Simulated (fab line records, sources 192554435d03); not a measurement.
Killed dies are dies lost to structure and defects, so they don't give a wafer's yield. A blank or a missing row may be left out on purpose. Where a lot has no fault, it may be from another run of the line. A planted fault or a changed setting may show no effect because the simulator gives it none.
Code-filled problem report in 8D (eight disciplines) form	flow n5-finfet	the parts of the form that need people (team, actions taken, sign-off) are left out

== 1. WHAT WENT WRONG ==
HMC_CMP_THK at N5_PMOS_HMC_CHANNEL_EPI_THK_MEAS_22 reads a mean of 46.4 nm on 3 wafers of 2 lots; wafers without a fault read 54.1 nm with a standard deviation of 0.86. That puts it -9.0 standard deviations away from the usual mean.
First observed at day 5 02:47: wafer L205.1, on film-metro-01. Wafers with a number at this step in the record: 11, from 4 lots. The rule behind "out" and "out of limits": a value lying over 4 standard deviations away from the usual mean. The rest of the wafers with a number are treated as sound.

== 2. WHAT IT IS, AND WHAT IT ISN'T ==
question	is	is not
which readings at this step	HMC_CMP_THK	-
which lots	L205, L206	L201, L214
which wafers of those lots	L205.1, L206.1, L206.6	L205.2, L206.5
read on which gauges	film-metro-01	film-metro-02
when	from day 5 02:47	up to then (4 sound wafers); but 4 sound wafers of L206, L214 came after

== 3. THE SUSPECTS, EACH WITH WHAT RULES IT OUT ==
Counting: a tool at a process step up to the reading stays a suspect if it ran every lot that is out. Sound lots after the first of them don't rule it out here, since some wafers of a struck lot are sound.
- the gauge at N5_PMOS_HMC_CHANNEL_EPI_THK_MEAS_22: kept. All the wafers that are out were read on film-metro-01, and no step on other tools shows them out.
- rie-si-03 at N5_PMOS_HMC_CHANNEL_EPI_FIN_RECESS_16 (chemistry HBr/Cl2, target Si, target depth 54 nm, time 18 s): kept. Every lot that is out went through it, the first being L205 (day 5 00:03); the last sound lot it ran before that was L201 (day 4 00:05).
After counting, rie-si-03 at N5_PMOS_HMC_CHANNEL_EPI_FIN_RECESS_16 and film-metro-01 at N5_PMOS_HMC_CHANNEL_EPI_THK_MEAS_22 remain.

== 4. THE CAUSE (what the simulator had put in) ==
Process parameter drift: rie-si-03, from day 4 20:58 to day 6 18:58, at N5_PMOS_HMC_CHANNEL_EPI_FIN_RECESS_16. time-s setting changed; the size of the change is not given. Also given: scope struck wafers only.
Counting left 2 suspects, and this tool is among them.

== 5. SEQUENCE OF EFFECTS, ordered by route ==
One row per reading whose mean, taken over the struck wafers that have a number, lies over 3 standard deviations from the usual. Scope: only readings with a usual standard deviation given in the record; hours: median across lots of the time from each lot's start at the first step in this table that gives one to its start at this step; sigmas: change in usual standard deviations.
hours	step	reading	usual	on struck wafers	change	sigmas
0	N5_PMOS_HMC_CHANNEL_EPI_THK_MEAS_22	HMC_CMP_THK	54.1 nm	46.4	-7.7	-9.0
174	N5_BEOL_M4_RC_MEAS_101	CJ_P	5.77	6.49	+0.72	+3.8

== 6. HOW IT WOULD HAVE BEEN CAUGHT EARLIER ==
The first out-of-limits reading at a measuring or inspecting step in this record came at day 5 02:47, 6 hours after the fault's start at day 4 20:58.
No tool reading at N5_PMOS_HMC_CHANNEL_EPI_FIN_RECESS_16 that has a usual standard deviation in the record was out on any struck wafer, so an alarm limit of 4 standard deviations on those readings would not have fired.
L206, from the lots that are out (2), started N5_PMOS_HMC_CHANNEL_EPI_FIN_RECESS_16 on rie-si-03 later than day 5 02:47. A tool hold placed at that time would have kept it from harm.
